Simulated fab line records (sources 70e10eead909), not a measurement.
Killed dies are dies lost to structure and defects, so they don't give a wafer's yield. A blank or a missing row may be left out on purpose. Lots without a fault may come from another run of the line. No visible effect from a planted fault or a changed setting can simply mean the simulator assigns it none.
A lot that was struck, set against a sound lot	flow nandHarc	15 out of 1159 route steps
Sound: wafers L115.2, L115.3, L115.5. Struck: wafer L121.2. (L121.4, L121.6 of the same lot were not struck and are left out.) The cause comes at the end.
For every step that has rows: the tool of each side, followed by ch and its chambers, followed by its first start. Under that, the readings that differ: sound wafers	struck wafers	difference of the means	sigmas: that difference in standard deviations of wafers without a fault.
alike: readings whose means differ by less than 2 such deviations, and words and numbers that are the same on both sides. not compared: withheld readings, readings that some wafer has no value for, bounds like >300 that may hide the same value, and numbers for which the record gives no deviation and whose values overlap.
Wherever a step has rows on one side only, a row that says differs or no value, or a row with sigmas, the two part there. Numbers that don't overlap but have no deviation are shown without sigmas and don't part them. A reading missing from all wafers of one side parts the sides only when that side holds two or more wafers.

first, 7 steps without rows for these wafers: NHARC_P_CONTACT_COAT_34 (time 65 s); NHARC_P_CONTACT_COAT_06 (resist thk 90 nm); NHARC_P_CONTACT_SOFTBAKE_07 (time 55 s); NHARC_P_CONTACT_EBR_08; NHARC_P_CONTACT_EXPOSE_09 (exposes mask P CA, target cd 90 nm); NHARC_P_CONTACT_PEB_10 (peb time 65 s); NHARC_P_CONTACT_DEVELOP_11 (develop time 35 s).
NHARC_P_CONTACT_CD_MEAS_12 targets a cd of 90 nm.
  sound on cdSem-02 ch 0, day 6 04:40; struck on cdSem-02 ch 0, day 7 09:55
  alike: cdNm
NHARC_P_CONTACT_OVL_MEAS_13:
  struck on overlay-02, day 7 10:01; sound on overlay-01, day 6 04:45
  alike: overlayXNm, overlayYNm
NHARC_P_CONTACT_INSPECT_14:
  struck on defectInspect-01, day 7 10:02; sound on defectInspect-01, day 6 04:47
  alike: rawDefectCount
NHARC_P_CONTACT_DESCUM_17: chemistry O2, time 3 s.
  sound on rieDiel-11 ch 0,2,3, day 6 04:52; struck on rieDiel-11 ch 3, day 7 10:06
  alike: drypumpMotorCurrentA, oesProductAu, rfVppV, showerheadPlenumPTorr, throttleValvePct
  not compared: rfHoursCounterH
NHARC_P_CONTACT_ETCH_35: etches the open film in CF4, target depth 39 nm, time 65 s.
  sound on rieDiel-11 ch 1,2,3, day 6 04:56; struck on rieDiel-11 ch 2, day 7 10:11
reading	sound	struck	difference	sigmas
throttleValvePct (%)	13.272 13.281 13.287	13.309	+0.029	+3
  alike: drypumpMotorCurrentA, oesProductAu, rfVppV, showerheadPlenumPTorr
  not compared: overEtchFrac, rfHoursCounterH
NHARC_P_CONTACT_ETCH_36: etches the open film in N2/H2, target depth 260 nm, time 406.25 s.
  sound on rieDiel-11 ch 0,1,2, day 6 05:05; struck on rieDiel-11 ch 1, day 7 10:20
reading	sound	struck	difference	sigmas
overEtchFrac	0.25 0.25 0.25	0.4597	+0.2097	
  alike: drypumpMotorCurrentA, oesProductAu, rfVppV, showerheadPlenumPTorr, throttleValvePct
  not compared: rfHoursCounterH
NHARC_P_CONTACT_ETCH_18: etches the open film in C4F8/O2/Ar, target depth 481 nm, time 240.5 s.
  sound on rieDiel-11 ch 0,2; struck on rieDiel-11 ch 1
  alike: oesProductAu, rfVppV
  not compared: rfHoursCounterH
next, for these wafers, 1 step has no rows: NHARC_END_SORT_01.

== WHERE THEY PART ==
At NHARC_P_CONTACT_ETCH_35 and nowhere else, as far as this record goes. Later steps at which nothing parts them and some readings are alike: NHARC_P_CONTACT_ETCH_36, NHARC_P_CONTACT_ETCH_18.

WHY: the cause the simulator had injected
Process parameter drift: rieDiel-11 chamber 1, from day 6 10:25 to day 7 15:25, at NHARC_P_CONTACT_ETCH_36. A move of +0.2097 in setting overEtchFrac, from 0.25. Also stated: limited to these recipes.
